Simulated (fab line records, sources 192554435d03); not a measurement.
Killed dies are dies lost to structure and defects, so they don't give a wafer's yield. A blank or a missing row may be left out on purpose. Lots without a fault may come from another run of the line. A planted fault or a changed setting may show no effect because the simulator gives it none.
Which tool did it? | flow n5_finfet | 11 lots, 26 wafers sampled, at 5 steps of a route of 1938

WHAT THE GAUGES READ, wafer by wafer
N5_BEOL_M4_RC_MEAS_101.
lot  | measured     | on        | DIBL_N (mV/V)  | DIBL_P (mV/V)  | IOFF_N (nA/um) | IOFF_P (nA/um) | ION_N (uA/um) | ION_P (uA/um) | SS_N (mV/dec)  | SS_P (mV/dec)  | VT_N (mV)   | VT_P (mV)
L663 | day 7 17:21  | prober-01 | 40.3 36.7 37.4 | 39.7 36.9 37.3 | 0.25 0.16 0.16 | 0.27 0.23 0.23 | 677 686 690   | 458 473 473   | 73.5 71.2 72.0 | 73.8 72.4 73.4 | 245 248 250 | -249 -248 -247
L664 | day 8 02:11  | prober-02 | 37.0 38.1      | 38.6 39.7      | 0.17 0.18      | 0.23 0.26      | 691 667       | 466 458       | 72.8 72.8      | 74.1 74.7      | 247 251     | -251 -249
L665 | day 8 05:43  | prober-01 | 34.7 38.8      | 34.3 37.2      | 0.14 0.21      | 0.18 0.21      | 698 670       | 476 459       | 71.2 73.5      | 72.8 73.6      | 254 247     | -251 -253
L666 | day 8 13:19  | prober-01 | 36.9 37.5      | 37.5 39.2      | 0.16 0.18      | 0.20 0.23      | 657 670       | 451 455       | 72.8 72.1      | 73.8 74.4      | 251 249     | -256 -250
L667 | day 8 14:33  | prober-02 | 36.5 37.0 39.3 | 34.2 36.7 37.7 | 0.13 0.15 0.18 | 0.21 0.26 0.26 | 670 658 680   | 468 464 470   | 71.2 71.2 72.3 | 73.3 73.5 73.6 | 254 250 247 | -247 -248 -245
L669 | day 9 10:41  | prober-02 | 37.3 39.1 34.8 | 36.9 38.0 35.0 | 0.17 0.20 0.13 | 0.24 0.26 0.23 | 678 684 650   | 469 472 454   | 71.4 72.7 71.0 | 74.0 74.2 74.0 | 249 248 250 | -249 -247 -248
L671 | day 10 00:06 | prober-02 | 34.7 42.7      | 33.6 45.1      | 0.12 0.30      | 0.16 0.38      | 657 694       | 454 473       | 70.5 73.4      | 71.5 75.7      | 257 243     | -252 -241
L673 | day 10 09:12 | prober-01 | 33.9 38.4      | 33.9 39.7      | 0.13 0.24      | 0.18 0.28      | 653 680       | 454 467       | 71.4 72.7      | 73.0 75.1      | 253 249     | -251 -246
L674 | day 10 12:13 | prober-01 | 37.1 37.0 36.0 | 40.3 38.0 37.7 | 0.19 0.19 0.15 | 0.27 0.20 0.20 | 658 665 654   | 446 449 446   | 71.9 73.0 72.2 | 74.3 72.5 72.6 | 250 248 254 | -252 -252 -255
L675 | day 11 04:28 | prober-01 | 37.6 36.7      | 36.7 34.8      | 0.15 0.16      | 0.21 0.19      | 672 681       | 463 464       | 70.9 71.4      | 73.2 73.0      | 251 250     | -249 -248
L685 | day 13 17:25 | prober-01 | 39.4 34.4      | 39.4 34.4      | 0.22 0.12      | 0.25 0.18      | 683 672       | 457 465       | 72.8 71.4      | 74.8 73.1      | 244 251     | -249 -254

WHICH TOOL RAN EACH LOT (tool, then ch and the chambers of the sampled wafers, then the start)
lot  | N5_BEOL_M0_SAQP_ETCH_102        | N5_BEOL_M0_SAQP_ETCH_107          | N5_BEOL_M0_SAQP_RECESS_109        | N5_BEOL_M0_SAQP_MANDREL2_REMOVE_110
L663 | rie_si-01 ch 0,1,3, day 5 14:03 | rie_diel-03 ch 0,3, day 5 14:40   | vapor_etch-01 ch 1, day 5 14:46   | rie_si-02 ch 2,3, day 5 15:33
L664 | rie_si-02 ch 3, day 5 20:10     | rie_diel-01 ch 0,3, day 5 20:56   | vapor_etch-01 ch 1, day 5 21:02   | rie_si-06 ch 1,2, day 5 23:20
L665 | rie_si-01 ch 1,3, day 6 03:37   | rie_diel-01 ch 1,2, day 6 04:24   | vapor_etch-02 ch 1, day 6 04:30   | rie_si-06 ch 2,3, day 6 05:44
L666 | rie_si-02 ch 2,3, day 6 10:19   | rie_diel-02 ch 1,3, day 6 10:56   | vapor_etch-02 ch 0,1, day 6 11:02 | rie_si-06 ch 1,3, day 6 11:53
L667 | rie_si-06 ch 1,2,3, day 6 13:32 | rie_diel-02 ch 2,3, day 6 14:09   | vapor_etch-02 ch 0, day 6 14:15   | rie_si-06 ch 0,2,3, day 6 15:08
L669 | rie_si-01 ch 0,2,3, day 7 00:16 | rie_diel-03 ch 0,1,2, day 7 00:53 | vapor_etch-02 ch 0,1, day 7 00:59 | rie_si-02 ch 1,2,3, day 7 02:01
L671 | rie_si-06 ch 0,3, day 7 14:40   | rie_diel-01 ch 0,3, day 7 15:17   | vapor_etch-02 ch 0,1, day 7 15:23 | rie_si-02 ch 1,2, day 7 16:15
L673 | rie_si-02 ch 1,3, day 8 04:38   | rie_diel-03 ch 2,3, day 8 05:22   | vapor_etch-02 ch 0, day 8 05:41   | rie_si-01 ch 3, day 8 06:29
L674 | rie_si-02 ch 1,2, day 8 09:38   | rie_diel-02 ch 1,2, day 8 10:19   | vapor_etch-02 ch 0,1, day 8 10:25 | rie_si-01 ch 0,2,3, day 8 11:21
L675 | rie_si-02 ch 1,3, day 8 17:56   | rie_diel-01 ch 1,2, day 8 19:33   | vapor_etch-02 ch 0,1, day 8 19:39 | rie_si-06 ch 0,2, day 8 21:40
L685 | rie_si-02 ch 0,3, day 11 03:35  | rie_diel-01 ch 0,1, day 11 04:14  | vapor_etch-02 ch 1, day 11 04:20  | rie_si-06 ch 1,2, day 11 05:20
- N5_BEOL_M0_SAQP_ETCH_102: etches SiO2 in CF4, target depth 4 nm, time 4.4 s.
- N5_BEOL_M0_SAQP_ETCH_107: etches SiNx in CH3F/O2, target depth 30 nm.
- N5_BEOL_M0_SAQP_RECESS_109: chemistry HF/NH3, target SiO2, target depth 3 nm, afs cycles 1, sublimation time 60 s.
- N5_BEOL_M0_SAQP_MANDREL2_REMOVE_110: chemistry HBr/Cl2/O2, target a-Si, stops on SiCN, bt time 10 s.

WHAT THE TOOLS THEMSELVES READ (means of the sampled wafers that have a number; where no wafer has one, the mark that the record gives instead)
N5_BEOL_M0_SAQP_ETCH_102.
lot  | tool      | cf4_flow_sccm (sccm) | drypump_motor_current_A (A) | oes_product_au (a.u.) | rf_fwd_power_W (W) | throttle_valve_pct (%)
L663 | rie_si-01 | 80.07                | 5.7                         | 1.021                 | 790                | 21.9
L664 | rie_si-02 | 80.17                | 6.4                         | 0.996                 | 787                | 22.0
L665 | rie_si-01 | 79.90                | 5.6                         | 1.024                 | 790                | 21.9
L666 | rie_si-02 | 79.97                | 6.0                         | 1.006                 | 786                | 21.9
L667 | rie_si-06 | 80.27                | 5.9                         | 1.006                 | 791                | 22.1
L669 | rie_si-01 | 79.81                | 5.8                         | 1.033                 | 788                | 21.7
L671 | rie_si-06 | 80.41                | 5.9                         | 1.024                 | 790                | 22.0
L673 | rie_si-02 | 79.94                | 6.3                         | 0.990                 | 789                | 21.6
L674 | rie_si-02 | 80.03                | 6.1                         | 1.004                 | 789                | 21.5
L675 | rie_si-02 | 79.95                | 6.3                         | 0.992                 | 788                | 21.6
L685 | rie_si-02 | 80.19                | 6.0                         | 0.846                 | 784                | 21.7

N5_BEOL_M0_SAQP_ETCH_107.
lot  | tool        | drypump_motor_current_A (A) | oes_o_777_au (a.u.) | oes_product_au (a.u.) | rf_fwd_power_W (W) | rf_vpp_V (V) | showerhead_plenum_p_Torr (Torr) | throttle_valve_pct (%)
L663 | rie_diel-03 | 5.7                         | 0.75                | 0.74                  | 392.2              | 301          | 2.01                            | 16.35
L664 | rie_diel-01 | 5.6                         | 0.72                | 0.72                  | 392.8              | 304          | 1.99                            | 16.38
L665 | rie_diel-01 | 5.9                         | 0.78                | 0.77                  | 390.4              | 298          | 1.96                            | 16.44
L666 | rie_diel-02 | 5.5                         | 0.90                | 0.89                  | 390.0              | 301          | 2.00                            | 16.02
L667 | rie_diel-02 | 5.2                         | 0.79                | 0.78                  | 390.4              | 300          | 2.01                            | 16.15
L669 | rie_diel-03 | 6.0                         | 0.74                | 0.72                  | 389.3              | 303          | 2.01                            | 16.58
L671 | rie_diel-01 | 5.6                         | 0.70                | 0.71                  | 390.6              | 304          | 1.98                            | 16.40
L673 | rie_diel-03 | 5.9                         | 0.74                | 0.71                  | 391.1              | 286          | 1.89                            | 16.56
L674 | rie_diel-02 | 5.6                         | 0.86                | 0.86                  | 389.0              | 301          | 1.97                            | 16.27
L675 | rie_diel-01 | 5.9                         | 0.76                | 0.76                  | 390.4              | 298          | 1.96                            | 16.48
L685 | rie_diel-01 | 5.6                         | 0.72                | 0.70                  | 390.9              | 298          | 1.99                            | 16.55

N5_BEOL_M0_SAQP_RECESS_109.
lot  | tool          | drypump_motor_current_A (A) | temp_c (C)
L663 | vapor_etch-01 | 5.73                        | 29.90
L664 | vapor_etch-01 | 5.72                        | 30.05
L665 | vapor_etch-02 | 5.72                        | 30.01
L666 | vapor_etch-02 | 5.64                        | 29.98
L667 | vapor_etch-02 | 5.58                        | 29.98
L669 | vapor_etch-02 | 5.63                        | 30.06
L671 | vapor_etch-02 | 5.62                        | 30.02
L673 | vapor_etch-02 | 5.60                        | 29.85
L674 | vapor_etch-02 | 5.67                        | 30.01
L675 | vapor_etch-02 | 5.67                        | 29.96
L685 | vapor_etch-02 | 5.71                        | 29.93

N5_BEOL_M0_SAQP_MANDREL2_REMOVE_110.
lot  | tool      | drypump_motor_current_A (A) | oes_o_777_au (a.u.) | oes_product_au (a.u.) | rf_fwd_power_W (W) | throttle_valve_pct (%)
L663 | rie_si-02 | 5.9                         | 1.00                | 1.012                 | 594.0              | 37.0
L664 | rie_si-06 | 6.2                         | 1.02                | 1.003                 | 595.4              | 37.3
L665 | rie_si-06 | 5.5                         | 1.03                | 0.995                 | 595.0              | 36.9
L666 | rie_si-06 | 6.0                         | 1.04                | 1.008                 | 598.4              | 37.1
L667 | rie_si-06 | 5.9                         | 1.05                | 0.994                 | 595.7              | 37.1
L669 | rie_si-02 | 6.1                         | 0.98                | 1.004                 | 597.0              | 36.7
L671 | rie_si-02 | 5.9                         | 1.01                | 1.004                 | 597.7              | 36.4
L673 | rie_si-01 | 5.6                         | 1.00                | 1.012                 | 596.7              | 36.9
L674 | rie_si-01 | 5.8                         | 1.02                | 1.018                 | 596.0              | 36.7
L675 | rie_si-06 | 6.2                         | 1.04                | 0.994                 | 596.2              | 37.3
L685 | rie_si-06 | 6.2                         | 1.02                | 0.996                 | 595.3              | 37.3

THE ANSWER, worked out from the rows above alone
Rule: what is usual is taken from the lots themselves. Put in order of their means at a reading, lots are off if they are a third of the lots or fewer, leave a main group of 4 or more, and stand apart from it by a gap of 3 or more times the standard deviation of the main group's means; of several such gaps the widest counts. A main group whose means are all the same, to the digits that the tables above print for the reading, isn't used. A lot without any number at a reading at which 4 lots or more have one is off too. The other lots that the step has rows for count as sound. The gauges are gone through in route order, then the tools' own readings, and for those a lot's mean is taken as printed above. The first step at which some lot is off is used, and at that step the reading that is off furthest; a lot without a number counts as furthest.
Off: L685, at N5_BEOL_M0_SAQP_ETCH_102 (oes_product_au). The main group: mean 1.010 a.u., standard deviation 0.014.
A tool fits if, at that step or a process step before it, it ran every lot that is off, and no sound lot after the first of them. One fits: rie_si-02 at N5_BEOL_M0_SAQP_ETCH_102. Its last sound lot is L675 (day 8 17:56), its first lot that is off L685 (day 11 03:35): a fault that began between those two fits.
The tool's own readings at N5_BEOL_M0_SAQP_ETCH_102 bear it out: on the lots that are off they differ by more than 5 times the standard deviation of the sound lots' means. oes_product_au reads 0.846 a.u. there against 1.010 a.u. on the sound lots.

WHAT THE SIMULATOR HAD PUT IN
Process parameter drift: rie_si-02, from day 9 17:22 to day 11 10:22, at N5_BEOL_M0_SAQP_ETCH_102. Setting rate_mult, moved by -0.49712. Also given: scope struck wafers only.
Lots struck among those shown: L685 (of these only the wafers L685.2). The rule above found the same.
